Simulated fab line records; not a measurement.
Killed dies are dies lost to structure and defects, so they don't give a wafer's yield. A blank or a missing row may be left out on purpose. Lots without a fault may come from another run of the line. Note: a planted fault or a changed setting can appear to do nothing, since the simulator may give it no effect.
2 desks, one fault    flow n5 finfet    each desk holds nothing but its own numbers, with what lay behind them at the end

== THE TOOL OWNER'S DESK: pecvd-02 ==
The tool's own readings at N5_BEOL_M6_ILD_DEP_00 (deposits SiCOH lowk from DEMS/porogen, target thk 179.75 nm, time 33.4 s): means of the sampled wafers that have a number, for each lot that ran on this tool. A lot is out of limits, marked OUT, if its mean lies more than 4 standard deviations from the usual mean; the brackets give that distance.
Columns: A = heater power w at N5_BEOL_M6_ILD_DEP_00, usual 331 W; B = rf fwd power W at N5_BEOL_M6_ILD_DEP_00, usual 494.5 W; C = showerhead plenum p Torr at N5_BEOL_M6_ILD_DEP_00, usual 5.741 Torr; D = throttle valve pct at N5_BEOL_M6_ILD_DEP_00, usual 13.6 %
lot   first seen here  A    B      C      D
L615  day 10 04:37     341  495.0  5.726  13.2
L619  day 11 01:20     372  494.6  5.738  13.4
L620  day 11 13:15     342  494.2  5.753  13.4
L622  day 11 21:05     372  495.4  5.739  13.3
L623  day 11 21:27     348  495.1  5.735  13.3
This desk's verdict: no lot among the 5 shows anything out of limits.

== AT THE METROLOGY DESK ==
What the gauges read for every lot (on any tool): the sampled wafers with a number, averaged. A lot is out of limits, marked OUT, if its mean lies more than 4 standard deviations from the usual mean; the brackets give that distance.
Columns: A = M6_ILD_THK at N5_BEOL_M6_THK_MEAS_01, usual 154.8 nm
lot   first seen here  A
L612  day 9 06:38      151.4
L615  day 10 05:11     156.3
L619  day 11 01:55     156.6
L621  day 11 11:42     152.9
L620  day 11 13:49     163.5 (+4.2) OUT
L622  day 11 21:39     162.2
L623  day 11 22:31     163.9 (+4.3) OUT
L627  day 12 14:55     153.2
L625  day 12 22:06     152.9
L631  day 14 01:59     152.3
L632  day 14 12:24     156.2
This desk finds L620, L623 out of limits, with the earliest case on L620 at day 11 13:49 (M6_ILD_THK at N5_BEOL_M6_THK_MEAS_01). L612, L615, L619, L621, L622, L627, L625, L631, L632: within limits.

== BROUGHT TOGETHER ==
An alarm was possible from the metrology desk at day 11 13:49, on L620, L623.
The tool owner's desk saw nothing out of limits.
The tool owner's desk has L620, L623 on record, within its limits.
Of the lots named, all ran N5_BEOL_M6_ILD_DEP_00 on pecvd-02.

== WHAT HAD BEEN PUT IN BY THE SIMULATOR ==
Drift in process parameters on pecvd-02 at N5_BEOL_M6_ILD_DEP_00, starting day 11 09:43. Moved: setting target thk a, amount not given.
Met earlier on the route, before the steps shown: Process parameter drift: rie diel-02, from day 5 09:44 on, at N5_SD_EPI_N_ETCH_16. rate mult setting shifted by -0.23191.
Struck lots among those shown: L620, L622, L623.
Delay in hours, fault start to first out-of-limits reading, per desk: metrology desk 4.
